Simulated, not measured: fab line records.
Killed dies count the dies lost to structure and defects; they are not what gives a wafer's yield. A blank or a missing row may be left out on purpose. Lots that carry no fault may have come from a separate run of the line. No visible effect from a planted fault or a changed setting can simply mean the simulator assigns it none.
What tool caused it? ; flow n5Finfet ; at 1 step of a route of 1938, 11 lots with 33 wafers sampled

WHAT EACH GAUGE READ, for each wafer
N5_BEOL_M7_CD_MEAS_18: pitch 80 nm, target cd 40 nm.
lot;measured;on;cdNm (nm)
L076;day 9 16:45;cdSem-03;39.9 39.9 40.5
L078;day 10 04:04;cdSem-03;40.2 40.8 40.1
L081;day 10 20:29;cdSem-01;40.0 41.0 39.9
L083;day 11 00:57;cdSem-01;40.1 39.6 40.5
L084;day 11 22:08;cdSem-01;40.1 40.2 39.6
L086;day 12 02:44;cdSem-03;40.6 40.7 40.8
L088;day 12 09:55;cdSem-03;40.0 39.9 40.8
L090;day 13 08:59;cdSem-01;40.1 40.8 39.7
L093;day 13 12:31;cdSem-03;40.6 41.2 41.5
L094;day 15 01:02;cdSem-01;39.1 39.8 39.4
L097;day 16 02:26;cdSem-03;40.5 39.0 40.4

TOOL THAT RAN EACH LOT (tool first, then ch and the chambers of the sampled wafers, then the start)
The record holds no process step before these readings.

THE ANSWER, worked out from the rows above alone
Rule: usual is defined by the lots themselves. The widest of any qualifying gaps counts: lots, ordered by their means at a reading, are off when they make up no more than a third of the lots, leave a main group of 4 or more, and stand apart from it by 3 or more times the standard deviation of that group's means. Not used: any main group whose means are identical at the precision the tables above print for the reading. A lot without any number at a reading at which 4 lots or more have one is off too. The other lots that the step has rows for count as sound.
None of the lots is off at any reading shown; this tells nothing.

WHAT THE SIMULATOR HAD INSERTED
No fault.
